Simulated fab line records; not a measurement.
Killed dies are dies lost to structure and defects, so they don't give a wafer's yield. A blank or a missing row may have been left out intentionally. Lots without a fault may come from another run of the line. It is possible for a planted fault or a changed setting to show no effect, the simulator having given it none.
Which tool is to blame? :: flow n5Finfet :: at 1 step of a route of 1938, 10 lots with 30 wafers sampled

WHAT THE GAUGES READ, wafer by wafer
N5_BEOL_M4_RC_MEAS_101. Usual: DIBL_N 35.9 mV/V, standard deviation 1.7; DIBL_P 36.0 mV/V, standard deviation 2.2; IOFF_N 0.16 nA/um, standard deviation 0.031; IOFF_P 0.21 nA/um, standard deviation 0.039; ION_N 678 uA/um, standard deviation 13; ION_P 464 uA/um, standard deviation 8.8; SS_N 71.5 mV/dec, standard deviation 0.61; SS_P 73.2 mV/dec, standard deviation 0.68; VT_N 249 mV, standard deviation 3.3; VT_P -250 mV, standard deviation 3.8.
lot: L322
measured: day 10 01:32
on: prober-01
DIBL_N (mV/V): 38.3 39.5 38.3
DIBL_P (mV/V): 38.9 39.3 38.3
IOFF_N (nA/um): 0.19 0.22 0.18
IOFF_P (nA/um): 0.23 0.24 0.22
ION_N (uA/um): 684 681 672
ION_P (uA/um): 459 459 453
SS_N (mV/dec): 71.8 72.5 71.8
SS_P (mV/dec): 74.7 74.4 73.9
VT_N (mV): 250 247 249
VT_P (mV): -252 -253 -253
flag: 

lot: L323
measured: day 10 03:59
on: prober-01
DIBL_N (mV/V): 36.7 35.5 35.9
DIBL_P (mV/V): 38.4 36.3 38.2
IOFF_N (nA/um): 0.18 0.17 0.17
IOFF_P (nA/um): 0.24 0.21 0.24
ION_N (uA/um): 668 678 661
ION_P (uA/um): 456 463 458
SS_N (mV/dec): 71.8 71.5 72.1
SS_P (mV/dec): 73.2 73.5 74.4
VT_N (mV): 248 251 248
VT_P (mV): -246 -247 -247
flag: 

lot: L324
measured: day 10 10:39
on: prober-01
DIBL_N (mV/V): 34.1 36.3 34.5
DIBL_P (mV/V): 34.7 36.6 34.4
IOFF_N (nA/um): 0.13 0.16 0.13
IOFF_P (nA/um): 0.17 0.19 0.16
ION_N (uA/um): 665 679 664
ION_P (uA/um): 454 457 451
SS_N (mV/dec): 71.1 71.4 71.0
SS_P (mV/dec): 72.4 72.9 72.5
VT_N (mV): 252 248 251
VT_P (mV): -252 -251 -254
flag: 

lot: L325
measured: day 10 16:56
on: prober-02
DIBL_N (mV/V): 35.4 40.4 37.8
DIBL_P (mV/V): 33.1 40.4 35.9
IOFF_N (nA/um): 0.14 0.26 0.18
IOFF_P (nA/um): 0.18 0.31 0.21
ION_N (uA/um): 689 717 681
ION_P (uA/um): 467 480 462
SS_N (mV/dec): 71.3 72.2 72.4
SS_P (mV/dec): 71.7 73.7 73.5
VT_N (mV): 249 241 247
VT_P (mV): -250 -245 -248
flag: 

lot: L326
measured: day 10 19:24
on: prober-02
DIBL_N (mV/V): 36.7 39.1 36.3
DIBL_P (mV/V): 37.8 40.6 37.5
IOFF_N (nA/um): 0.17 0.20 0.16
IOFF_P (nA/um): 0.21 0.27 0.22
ION_N (uA/um): 673 675 666
ION_P (uA/um): 458 466 463
SS_N (mV/dec): 71.7 71.5 71.2
SS_P (mV/dec): 73.6 74.3 73.8
VT_N (mV): 248 245 247
VT_P (mV): -250 -247 -252
flag: 

lot: L327
measured: day 11 10:10
on: prober-02
DIBL_N (mV/V): 34.5 34.2 35.3
DIBL_P (mV/V): 35.4 35.6 35.0
IOFF_N (nA/um): 0.15 0.15 0.14
IOFF_P (nA/um): 0.22 0.23 0.21
ION_N (uA/um): 668 682 659
ION_P (uA/um): 462 470 455
SS_N (mV/dec): 70.2 71.2 71.0
SS_P (mV/dec): 73.0 72.5 73.0
VT_N (mV): 250 249 253
VT_P (mV): -247 -244 -251
flag: 

lot: L328
measured: day 11 21:42
on: prober-02
DIBL_N (mV/V): 34.3 37.3 35.8
DIBL_P (mV/V): 35.5 39.1 36.8
IOFF_N (nA/um): 0.17 0.22 0.19
IOFF_P (nA/um): 0.20 0.27 0.22
ION_N (uA/um): 677 689 693
ION_P (uA/um): 457 468 464
SS_N (mV/dec): 71.5 72.8 72.2
SS_P (mV/dec): 73.0 73.9 72.6
VT_N (mV): 249 245 248
VT_P (mV): -249 -247 -250
flag: 

lot: L331
measured: day 12 01:16
on: prober-02
DIBL_N (mV/V): 33.7 34.4 34.8
DIBL_P (mV/V): 34.6 35.5 36.7
IOFF_N (nA/um): 0.12 0.14 0.15
IOFF_P (nA/um): 0.17 0.18 0.20
ION_N (uA/um): 669 670 674
ION_P (uA/um): 457 460 462
SS_N (mV/dec): 71.3 71.1 71.3
SS_P (mV/dec): 72.6 73.0 72.9
VT_N (mV): 255 251 251
VT_P (mV): -252 -252 -252
flag: 

lot: L333
measured: day 12 17:44
on: prober-02
DIBL_N (mV/V): 35.3 36.2 34.4
DIBL_P (mV/V): 33.9 35.6 33.5
IOFF_N (nA/um): 0.13 0.14 0.12
IOFF_P (nA/um): 0.17 0.19 0.16
ION_N (uA/um): 651 677 655
ION_P (uA/um): 447 465 452
SS_N (mV/dec): 71.1 71.7 71.4
SS_P (mV/dec): 72.2 73.0 72.7
VT_N (mV): 255 252 255
VT_P (mV): -254 -251 -252
flag: 

lot: L337
measured: day 14 02:04
on: prober-02
DIBL_N (mV/V): 34.9 38.4 34.8
DIBL_P (mV/V): 33.1 38.7 33.7
IOFF_N (nA/um): 0.13 0.20 0.13
IOFF_P (nA/um): 0.17 0.25 0.17
ION_N (uA/um): 681 688 690
ION_P (uA/um): 462 463 465
SS_N (mV/dec): 71.8 72.1 70.8
SS_P (mV/dec): 73.0 73.7 72.6
VT_N (mV): 251 245 250
VT_P (mV): -252 -249 -254
flag: 

EACH LOT AND THE TOOL THAT RAN IT (in order: tool; ch and the chambers of the sampled wafers; start)
Before these readings, the record contains no process step.

WHAT THE TOOLS THEMSELVES READ (means of the sampled wafers that have a number; where no wafer has one, the mark that the record gives instead)
The record holds no such reading with a usual standard deviation.

THE ANSWER, worked out from the rows above alone
Rule: lot off if the mean of its wafers having a number is beyond 3 standard deviations from the usual mean. A lot without any number at a reading at which 4 lots or more have one is off too. The other lots that the step has rows for count as sound. Order of review: gauges by route order, followed by the tools' own readings, for which a lot's mean as printed above is used. At the first step where some lot is off, the reading lying furthest off is the one used; lots without a number count as furthest.
No lot is off at any reading shown: from this, nothing can be told.

WHAT WAS PUT IN BY THE SIMULATOR
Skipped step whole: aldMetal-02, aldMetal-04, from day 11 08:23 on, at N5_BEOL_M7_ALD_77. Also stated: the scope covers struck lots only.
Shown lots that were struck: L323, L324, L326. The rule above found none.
